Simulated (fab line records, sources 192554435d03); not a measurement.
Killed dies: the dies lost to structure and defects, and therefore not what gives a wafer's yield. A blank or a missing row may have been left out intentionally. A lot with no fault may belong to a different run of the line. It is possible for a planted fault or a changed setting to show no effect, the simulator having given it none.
What tool caused it? :: flow n5Finfet :: 9 lots, 27 wafers sampled, at 5 steps of a route of 1938

== WHAT THE GAUGES READ, wafer by wafer ==
N5_BEOL_M1_THK_MEAS_01.
lot: L176
measured: day 6 02:16
on: filmMetro-01
M1_ILD_THK (nm): 77.3 78.0 77.0

lot: L177
measured: day 6 13:24
on: filmMetro-01
M1_ILD_THK (nm): 77.8 77.6 79.2

lot: L179
measured: day 6 21:20
on: filmMetro-02
M1_ILD_THK (nm): 78.4 75.5 77.0

lot: L180
measured: day 6 21:59
on: filmMetro-01
M1_ILD_THK (nm): 76.5 80.2 79.0

lot: L183
measured: day 7 18:35
on: filmMetro-01
M1_ILD_THK (nm): 78.1 77.8 79.5

lot: L189
measured: day 9 14:22
on: filmMetro-02
M1_ILD_THK (nm): 79.4 77.6 79.9

lot: L192
measured: day 10 01:04
on: filmMetro-01
M1_ILD_THK (nm): 76.5 79.1 77.9

lot: L194
measured: day 10 07:09
on: filmMetro-01
M1_ILD_THK (nm): 78.0 78.0 79.2

lot: L195
measured: day 10 19:40
on: filmMetro-02
M1_ILD_THK (nm): 77.2 79.6 78.8

N5_BEOL_M4_RC_MEAS_101.
lot: L176
measured: day 8 01:25
on: prober-02
DIBL_N (mV/V): 37.3 33.5 37.9
DIBL_P (mV/V): 39.2 33.7 38.8
IOFF_N (nA/um): 0.188 0.117 0.207
IOFF_P (nA/um): 0.26 0.17 0.27
ION_N (uA/um): 684 662 700
ION_P (uA/um): 476 463 476
SS_N (mV/dec): 70.9 71.1 71.1
SS_P (mV/dec): 74.0 72.5 74.2
VT_N (mV): 245 256 243
VT_P (mV): -248 -251 -245

lot: L177
measured: day 8 09:25
on: prober-02
DIBL_N (mV/V): 35.3 37.4 35.5
DIBL_P (mV/V): 36.1 37.9 35.7
IOFF_N (nA/um): 0.139 0.165 0.137
IOFF_P (nA/um): 0.18 0.20 0.18
ION_N (uA/um): 670 675 673
ION_P (uA/um): 453 460 456
SS_N (mV/dec): 71.1 71.7 71.6
SS_P (mV/dec): 73.2 73.4 72.4
VT_N (mV): 252 250 253
VT_P (mV): -255 -250 -252

lot: L179
measured: day 9 00:14
on: prober-02
DIBL_N (mV/V): 38.4 39.5 36.4
DIBL_P (mV/V): 37.5 39.5 35.9
IOFF_N (nA/um): 0.175 0.193 0.144
IOFF_P (nA/um): 0.22 0.27 0.20
ION_N (uA/um): 679 685 678
ION_P (uA/um): 461 473 464
SS_N (mV/dec): 72.8 72.2 70.8
SS_P (mV/dec): 73.6 74.4 73.0
VT_N (mV): 251 250 251
VT_P (mV): -251 -249 -253

lot: L180
measured: day 9 06:08
on: prober-01
DIBL_N (mV/V): 37.5 37.4 36.8
DIBL_P (mV/V): 36.1 36.3 35.5
IOFF_N (nA/um): 0.193 0.183 0.180
IOFF_P (nA/um): 0.24 0.25 0.24
ION_N (uA/um): 691 685 697
ION_P (uA/um): 468 471 476
SS_N (mV/dec): 71.4 70.9 70.6
SS_P (mV/dec): 73.7 73.9 72.9
VT_N (mV): 245 246 245
VT_P (mV): -246 -243 -243

lot: L183
measured: day 9 15:46
on: prober-01
DIBL_N (mV/V): 33.7 33.4 31.5
DIBL_P (mV/V): 33.4 32.9 30.3
IOFF_N (nA/um): 0.121 0.111 0.091
IOFF_P (nA/um): 0.17 0.15 0.13
ION_N (uA/um): 658 653 647
ION_P (uA/um): 458 450 445
SS_N (mV/dec): 70.6 70.4 70.2
SS_P (mV/dec): 72.8 72.2 72.0
VT_N (mV): 253 254 256
VT_P (mV): -255 -253 -257

lot: L189
measured: day 11 11:49
on: prober-01
DIBL_N (mV/V): 34.2 34.2 35.0
DIBL_P (mV/V): 35.2 34.9 35.9
IOFF_N (nA/um): 0.139 0.136 0.168
IOFF_P (nA/um): 0.20 0.21 0.23
ION_N (uA/um): 672 676 678
ION_P (uA/um): 467 472 466
SS_N (mV/dec): 71.2 71.8 71.3
SS_P (mV/dec): 72.5 72.8 73.4
VT_N (mV): 252 253 247
VT_P (mV): -251 -248 -249

lot: L192
measured: day 12 05:17
on: prober-02
DIBL_N (mV/V): 35.6 37.7 36.3
DIBL_P (mV/V): 34.1 36.3 34.5
IOFF_N (nA/um): 0.139 0.164 0.134
IOFF_P (nA/um): 0.19 0.22 0.19
ION_N (uA/um): 669 667 669
ION_P (uA/um): 461 461 459
SS_N (mV/dec): 71.6 71.1 71.4
SS_P (mV/dec): 73.0 73.8 73.2
VT_N (mV): 252 252 251
VT_P (mV): -252 -251 -249

lot: L194
measured: day 12 10:37
on: prober-02
DIBL_N (mV/V): 35.1 35.8 32.7
DIBL_P (mV/V): 34.1 34.5 30.9
IOFF_N (nA/um): 0.127 0.131 0.093
IOFF_P (nA/um): 0.16 0.16 0.12
ION_N (uA/um): 657 661 662
ION_P (uA/um): 454 452 448
SS_N (mV/dec): 71.6 71.3 70.3
SS_P (mV/dec): 72.5 72.6 71.9
VT_N (mV): 253 254 259
VT_P (mV): -257 -257 -255

lot: L195
measured: day 13 01:37
on: prober-01
DIBL_N (mV/V): 36.5 37.5 34.7
DIBL_P (mV/V): 36.6 37.0 35.0
IOFF_N (nA/um): 0.159 0.174 0.136
IOFF_P (nA/um): 0.20 0.21 0.18
ION_N (uA/um): 669 680 661
ION_P (uA/um): 459 464 460
SS_N (mV/dec): 71.4 72.2 70.6
SS_P (mV/dec): 73.7 73.4 72.9
VT_N (mV): 253 250 253
VT_P (mV): -251 -249 -254

== WHICH TOOL RAN EACH LOT (tool, then ch and the chambers of the sampled wafers, then the start) ==
lot: L176
N5_BEOL_M1_ETCH_74: rieDiel-02 ch 0,2,3, day 6 03:16
N5_BEOL_M1_COAT_22: lithoTrack-01 ch 0, day 6 03:42
N5_BEOL_M1_ETCH_77: rieDiel-03 ch 0,1,3, day 6 04:09

lot: L177
N5_BEOL_M1_ETCH_74: rieDiel-02 ch 0,1, day 6 15:53
N5_BEOL_M1_COAT_22: lithoTrack-02 ch 0, day 6 16:19
N5_BEOL_M1_ETCH_77: rieDiel-04 ch 1,3, day 6 16:45

lot: L179
N5_BEOL_M1_ETCH_74: rieDiel-04 ch 0,2,3, day 6 22:42
N5_BEOL_M1_COAT_22: lithoTrack-01 ch 0, day 6 23:13
N5_BEOL_M1_ETCH_77: rieDiel-02 ch 0,3, day 6 23:39

lot: L180
N5_BEOL_M1_ETCH_74: rieDiel-02 ch 0,3, day 6 23:13
N5_BEOL_M1_COAT_22: lithoTrack-01 ch 0, day 6 23:39
N5_BEOL_M1_ETCH_77: rieDiel-04 ch 0,3, day 7 00:12

lot: L183
N5_BEOL_M1_ETCH_74: rieDiel-03 ch 0,2, day 7 21:52
N5_BEOL_M1_COAT_22: lithoTrack-01 ch 0, day 7 22:23
N5_BEOL_M1_ETCH_77: rieDiel-04 ch 1,2,3, day 7 22:57

lot: L189
N5_BEOL_M1_ETCH_74: rieDiel-04 ch 1,2,3, day 9 15:44
N5_BEOL_M1_COAT_22: lithoTrack-04 ch 0, day 9 16:10
N5_BEOL_M1_ETCH_77: rieDiel-03 ch 0,1,2, day 9 16:38

lot: L192
N5_BEOL_M1_ETCH_74: rieDiel-02 ch 0,2,3, day 10 02:52
N5_BEOL_M1_COAT_22: lithoTrack-01 ch 0, day 10 03:18
N5_BEOL_M1_ETCH_77: rieDiel-02 ch 0,1,3, day 10 03:44

lot: L194
N5_BEOL_M1_ETCH_74: rieDiel-02 ch 1,2,3, day 10 08:44
N5_BEOL_M1_COAT_22: lithoTrack-01 ch 0, day 10 10:21
N5_BEOL_M1_ETCH_77: rieDiel-03 ch 1,3, day 10 10:47

lot: L195
N5_BEOL_M1_ETCH_74: rieDiel-02 ch 2,3, day 10 21:22
N5_BEOL_M1_COAT_22: lithoTrack-04 ch 0, day 10 22:03
N5_BEOL_M1_ETCH_77: rieDiel-02 ch 2,3, day 10 22:37
- N5_BEOL_M1_ETCH_74: etches underlayer in N2/H2, target depth 6.5 nm, time 5.2 s.
- N5_BEOL_M1_COAT_22: resist thk 30 nm.
- N5_BEOL_M1_ETCH_77: etches underlayer in N2/H2, target depth 6.5 nm, time 5.2 s.

== AS READ BY THE TOOLS THEMSELVES (means over the sampled wafers that have a number; for cases with no such wafer, the mark the record gives instead) ==
N5_BEOL_M1_ETCH_74.
lot: L176
tool: rieDiel-02
drypumpMotorCurrentA (A): 6.0
etchRfOnTimeS (s): 5.26
oesProductAu (a.u.): 0.64
rfVppV (V): 525.6
showerheadPlenumPTorr (Torr): 2.61
throttleValvePct (%): 17.78

lot: L177
tool: rieDiel-02
drypumpMotorCurrentA (A): 5.5
etchRfOnTimeS (s): 5.20
oesProductAu (a.u.): 0.69
rfVppV (V): 525.8
showerheadPlenumPTorr (Torr): 2.60
throttleValvePct (%): 17.70

lot: L179
tool: rieDiel-04
drypumpMotorCurrentA (A): 5.9
etchRfOnTimeS (s): 5.07
oesProductAu (a.u.): 0.63
rfVppV (V): 523.3
showerheadPlenumPTorr (Torr): 2.53
throttleValvePct (%): 17.83

lot: L180
tool: rieDiel-02
drypumpMotorCurrentA (A): 6.1
etchRfOnTimeS (s): 5.18
oesProductAu (a.u.): 0.62
rfVppV (V): 525.9
showerheadPlenumPTorr (Torr): 2.63
throttleValvePct (%): 17.88

lot: L183
tool: rieDiel-03
drypumpMotorCurrentA (A): 5.5
etchRfOnTimeS (s): 5.24
oesProductAu (a.u.): 0.61
rfVppV (V): 521.9
showerheadPlenumPTorr (Torr): 2.49
throttleValvePct (%): 17.88

lot: L189
tool: rieDiel-04
drypumpMotorCurrentA (A): 5.8
etchRfOnTimeS (s): 5.08
oesProductAu (a.u.): 0.62
rfVppV (V): 525.6
showerheadPlenumPTorr (Torr): 2.60
throttleValvePct (%): 17.82

lot: L192
tool: rieDiel-02
drypumpMotorCurrentA (A): 6.0
etchRfOnTimeS (s): 5.17
oesProductAu (a.u.): 0.70
rfVppV (V): 525.3
showerheadPlenumPTorr (Torr): 2.60
throttleValvePct (%): 17.70

lot: L194
tool: rieDiel-02
drypumpMotorCurrentA (A): 6.3
etchRfOnTimeS (s): 5.33
oesProductAu (a.u.): 0.68
rfVppV (V): 522.5
showerheadPlenumPTorr (Torr): 2.52
throttleValvePct (%): 17.70

lot: L195
tool: rieDiel-02
drypumpMotorCurrentA (A): 6.3
etchRfOnTimeS (s): 5.31
oesProductAu (a.u.): 0.68
rfVppV (V): 524.2
showerheadPlenumPTorr (Torr): 2.55
throttleValvePct (%): 17.69

N5_BEOL_M1_COAT_22.
lot: L176
tool: lithoTrack-01
exhaustPa (Pa): 45.5
spinSpeedRpm (rpm): 1499.3

lot: L177
tool: lithoTrack-02
exhaustPa (Pa): 46.1
spinSpeedRpm (rpm): 1499.7

lot: L179
tool: lithoTrack-01
exhaustPa (Pa): 44.7
spinSpeedRpm (rpm): 1499.9

lot: L180
tool: lithoTrack-01
exhaustPa (Pa): 43.6
spinSpeedRpm (rpm): 1500.7

lot: L183
tool: lithoTrack-01
exhaustPa (Pa): 44.3
spinSpeedRpm (rpm): 1500.6

lot: L189
tool: lithoTrack-04
exhaustPa (Pa): 44.5
spinSpeedRpm (rpm): 1500.0

lot: L192
tool: lithoTrack-01
exhaustPa (Pa): 44.3
spinSpeedRpm (rpm): 1834.5

lot: L194
tool: lithoTrack-01
exhaustPa (Pa): 44.8
spinSpeedRpm (rpm): 1835.2

lot: L195
tool: lithoTrack-04
exhaustPa (Pa): 44.3
spinSpeedRpm (rpm): 1500.7

N5_BEOL_M1_ETCH_77.
lot: L176
tool: rieDiel-03
drypumpMotorCurrentA (A): 5.9
etchRfOnTimeS (s): 5.15
oesProductAu (a.u.): 0.62
rfVppV (V): 521.5
showerheadPlenumPTorr (Torr): 2.45
throttleValvePct (%): 17.89

lot: L177
tool: rieDiel-04
drypumpMotorCurrentA (A): 6.0
etchRfOnTimeS (s): 5.08
oesProductAu (a.u.): 0.63
rfVppV (V): 527.3
showerheadPlenumPTorr (Torr): 2.65
throttleValvePct (%): 17.84

lot: L179
tool: rieDiel-02
drypumpMotorCurrentA (A): 5.6
etchRfOnTimeS (s): 5.22
oesProductAu (a.u.): 0.65
rfVppV (V): 526.7
showerheadPlenumPTorr (Torr): 2.65
throttleValvePct (%): 17.80

lot: L180
tool: rieDiel-04
drypumpMotorCurrentA (A): 6.2
etchRfOnTimeS (s): 4.98
oesProductAu (a.u.): 0.63
rfVppV (V): 522.8
showerheadPlenumPTorr (Torr): 2.48
throttleValvePct (%): 17.92

lot: L183
tool: rieDiel-04
drypumpMotorCurrentA (A): 5.8
etchRfOnTimeS (s): 5.11
oesProductAu (a.u.): 0.63
rfVppV (V): 524.7
showerheadPlenumPTorr (Torr): 2.60
throttleValvePct (%): 17.81

lot: L189
tool: rieDiel-03
drypumpMotorCurrentA (A): 5.9
etchRfOnTimeS (s): 5.17
oesProductAu (a.u.): 0.60
rfVppV (V): 523.2
showerheadPlenumPTorr (Torr): 2.48
throttleValvePct (%): 17.91

lot: L192
tool: rieDiel-02
drypumpMotorCurrentA (A): 5.9
etchRfOnTimeS (s): 5.17
oesProductAu (a.u.): 0.71
rfVppV (V): 524.5
showerheadPlenumPTorr (Torr): 2.57
throttleValvePct (%): 17.70

lot: L194
tool: rieDiel-03
drypumpMotorCurrentA (A): 5.7
etchRfOnTimeS (s): 5.32
oesProductAu (a.u.): 0.61
rfVppV (V): 521.6
showerheadPlenumPTorr (Torr): 2.45
throttleValvePct (%): 17.92

lot: L195
tool: rieDiel-02
drypumpMotorCurrentA (A): 6.3
etchRfOnTimeS (s): 5.29
oesProductAu (a.u.): 0.67
rfVppV (V): 523.8
showerheadPlenumPTorr (Torr): 2.55
throttleValvePct (%): 17.68

== THE ANSWER, worked out from the rows above alone ==
Rule: what is usual is taken from the lots themselves. Put in order of their means at a reading, lots are off if they are a third of the lots or fewer, leave a main group of 4 or more, and stand apart from it by a gap of 3 or more times the standard deviation of the main group's means; of several such gaps the widest counts. A main group is skipped when, at the precision printed for the reading in the tables above, its means are all equal. Also off: a lot with no number at a reading for which 4 or more lots have one. All remaining lots with rows at the step are treated as sound. The gauges are gone through in route order, then the tools' own readings, and for those a lot's mean is taken as printed above. At the first step where some lot is off, the reading lying furthest off is the one used; lots without a number count as furthest.
Off, at N5_BEOL_M1_COAT_22 on spinSpeedRpm: L192, L194. The main group: mean 1500.1 rpm, standard deviation 0.51.
A tool fits if, at that step or a process step before it, it ran every lot that is off, and no sound lot after the first of them. One candidate fits, namely lithoTrack-01 at N5_BEOL_M1_COAT_22. Its last sound lot is L183 (day 7 22:23), its first lot that is off L192 (day 10 03:18): a fault that began between those two fits.
On the lots that are off, the tool's own readings at N5_BEOL_M1_COAT_22 differ by more than 5 times the standard deviation of the sound lots' means, which bears it out; spinSpeedRpm reads 1834.8 rpm there versus 1500.1 rpm on the sound lots.

== WHAT THE SIMULATOR HAD PUT IN ==
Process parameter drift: lithoTrack-01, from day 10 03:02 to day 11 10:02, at N5_BEOL_M1_COAT_22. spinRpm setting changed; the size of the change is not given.
Lots struck among those shown: L192, L194. This agrees with what the rule above found.
